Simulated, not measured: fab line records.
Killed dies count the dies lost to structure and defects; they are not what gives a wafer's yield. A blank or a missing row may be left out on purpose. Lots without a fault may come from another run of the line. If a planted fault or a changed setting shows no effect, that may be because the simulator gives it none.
A lot that was struck, set against a sound lot || flow nand harc || 14 steps out of a route of 1302
Sound: the wafers L535.1, L535.4, L535.5. Struck: wafer L533.6 (left out: L533.3, a lot-mate that was not struck); the cause follows at the end.
At each step with rows: each side's tool, then ch and its chambers, then its first start. Under that, the readings that differ: sound wafers || struck wafers || difference of the means || sigmas: that difference in standard deviations of wafers without a fault.
alike: readings whose means differ by less than 2 such deviations, and words and numbers that are the same on both sides. not compared: withheld readings, readings that some wafer has no value for, bounds like >300 that may hide the same value, and numbers for which the record gives no deviation and whose values overlap.
The two part at a step that has a row with sigmas, a row that says differs or no value, or rows on one side only. Numbers that don't overlap but have no deviation are shown without sigmas and don't part them. Lack of a reading on every wafer of one side parts them only where that side has two or more wafers.

NHARC_A_ONON_D1_THK_MEAS_30: measures by ellipsometry.
  struck on film metro-01, day 12 18:38; sound on film metro-02, day 12 09:20
  alike: thk nm
NHARC_A_ONON_D1_DEP_33: deposits SiO2, target thk 200 nm.
  sound on pecvd-01 ch 0,2, day 12 09:26; struck on pecvd-01 ch 1, day 12 18:51
{"reading": "throttle valve pct (%)", "sound": "16.3 16.1 16.3", "struck": 17.5, "difference": "+1.3", "sigmas": "+2"}
  alike: heater power w, susceptor temp C
NHARC_A_ONON_D1_THK_MEAS_34: measures by ellipsometry.
  struck on film metro-01, day 12 19:10; sound on film metro-01, day 12 09:49
  alike: thk nm
NHARC_A_ONON_D1_INSPECT_32:
  struck on defect inspect-01, day 12 19:14; sound on defect inspect-01, day 12 09:52
  alike: raw defect count
NHARC_A_CHANNEL_HOLE_D1_DEP_00: deposits aC, target thk 3100 nm.
  sound on acl dep-02 ch 0, day 12 13:55; struck on acl dep-03 ch 0, day 12 21:25
{"reading": "throttle valve pct (%)", "sound": "34.983 34.999 34.992", "struck": 35.016, "difference": "+0.025", "sigmas": "+3"}
  alike: susceptor temp C
NHARC_A_CHANNEL_HOLE_D1_DEP_01: deposits SiON, target thk 140 nm.
  sound on pecvd-03 ch 0,1,2, day 12 15:55; struck on pecvd-01 ch 1, day 12 22:46
  alike: heater power w, susceptor temp C
then, 5 steps without rows for these wafers: NHARC_A_CHANNEL_HOLE_D1_DEHYDRATE_02 (time 120 s); NHARC_A_CHANNEL_HOLE_D1_HMDS_03 (time 30 s); NHARC_A_CHANNEL_HOLE_D1_COAT_36 (time 75 s); NHARC_A_CHANNEL_HOLE_D1_COAT_37 (time 65 s); NHARC_A_CHANNEL_HOLE_D1_COAT_04 (resist thk 90 nm).
NHARC_A_CHANNEL_HOLE_D1_SOFTBAKE_05: time 55 s.
  sound on litho track-06 ch 0, day 12 16:00; struck on litho track-04 ch 0, day 12 22:00
{"reading": "heater power total W (W)", "sound": "188.36 188.44 188.31", "struck": 323.30, "difference": "+134.93", "sigmas": "+99 or more"}
  not compared: plate temp C
then, 2 steps without rows for these wafers: NHARC_A_CHANNEL_HOLE_D1_EBR_06; NHARC_END_SORT_01.

## WHERE THEY PART
At NHARC_A_ONON_D1_DEP_33 first; at NHARC_A_CHANNEL_HOLE_D1_SOFTBAKE_05 last (within this record only).

WHY: whatever the simulator had introduced
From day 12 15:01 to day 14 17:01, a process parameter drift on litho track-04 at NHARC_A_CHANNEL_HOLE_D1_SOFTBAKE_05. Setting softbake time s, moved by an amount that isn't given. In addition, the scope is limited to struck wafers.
